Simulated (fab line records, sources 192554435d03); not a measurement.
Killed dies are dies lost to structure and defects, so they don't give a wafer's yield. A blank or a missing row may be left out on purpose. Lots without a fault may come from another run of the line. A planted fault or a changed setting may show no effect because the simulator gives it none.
One fault seen from 2 desks | flow n5_finfet | each desk has only its own numbers; what lay behind them comes last
Where a reading is given only as a bound, like >300, the bound stands for it, and a mean or a difference that rests on one is marked > or <: the true number lies beyond.

THE DEFECT DESK
What the inspections along the route counted, lot by lot: means of the sampled wafers that have a number. A lot is out of limits, marked OUT, if its mean lies more than 4 standard deviations from the usual mean; the brackets give that distance.
Columns: A = raw_defect_count at N5_BEOL_M15_INSPECT_55, usual 63; B = raw_defect_count at N5_MIM_TOP_LITHO_INSPECT_12, usual 2.0
lot  | first seen here | A              | B
L274 | day 11 08:52    | 59             | 1.0
L281 | day 13 14:12    | 245 (+7.6) OUT | >102 (>+77) OUT
L282 | day 13 19:19    | 216 (+6.4) OUT | >102 (>+77) OUT
L286 | day 14 07:18    | 44             | 2.7
L291 | day 15 15:29    | 89             | 2.7
L292 | day 15 17:03    | 42             | 1.7
L294 | day 16 23:50    | 70             | 3.3
L296 | day 17 03:48    | 77             | 1.7
L297 | day 17 04:15    | 56             | 2.3
L293 | day 17 04:30    | 71             | 2.3
This desk's finding: out of limits on L281, L282; first on L281, day 13 14:12 (raw_defect_count at N5_BEOL_M15_INSPECT_55). In limits: L274, L286, L291, L292, L294, L296, L297, L293.

THE TOOL OWNER'S DESK: pecvd-02
The tool's own readings at N5_BEOL_M15_DEP_53 (deposits SiCN from 3MS/NH3, target thk 50 nm, time 17.8 s): means of the sampled wafers that have a number, for each lot that ran on this tool. A lot is out of limits, marked OUT, if its mean lies more than 4 standard deviations from the usual mean; the brackets give that distance.
Columns: A = showerhead_plenum_p_Torr at N5_BEOL_M15_DEP_53, usual 4.161 Torr; B = throttle_valve_pct at N5_BEOL_M15_DEP_53, usual 17.8 %
lot  | first seen here | A     | B
L274 | day 11 08:46    | 4.168 | 18.0
L281 | day 13 14:08    | 4.175 | 18.1
L282 | day 13 19:13    | 4.164 | 18.1
This desk's finding: nothing out of limits on any of the 3 lots.

PUT TOGETHER
The defect desk could have raised an alarm at day 13 14:12, on L281, L282.
The tool owner's desk saw nothing out of limits.
The tool owner's desk has L281, L282 on record, within its limits.
Of the lots named, all ran N5_BEOL_M15_DEP_53 on pecvd-02.

WHAT THE SIMULATOR HAD PUT IN
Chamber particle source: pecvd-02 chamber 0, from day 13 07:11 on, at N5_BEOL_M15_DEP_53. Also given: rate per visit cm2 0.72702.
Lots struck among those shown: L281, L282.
Hours from the fault's start to each desk's first reading out of limits: the defect desk, 7.
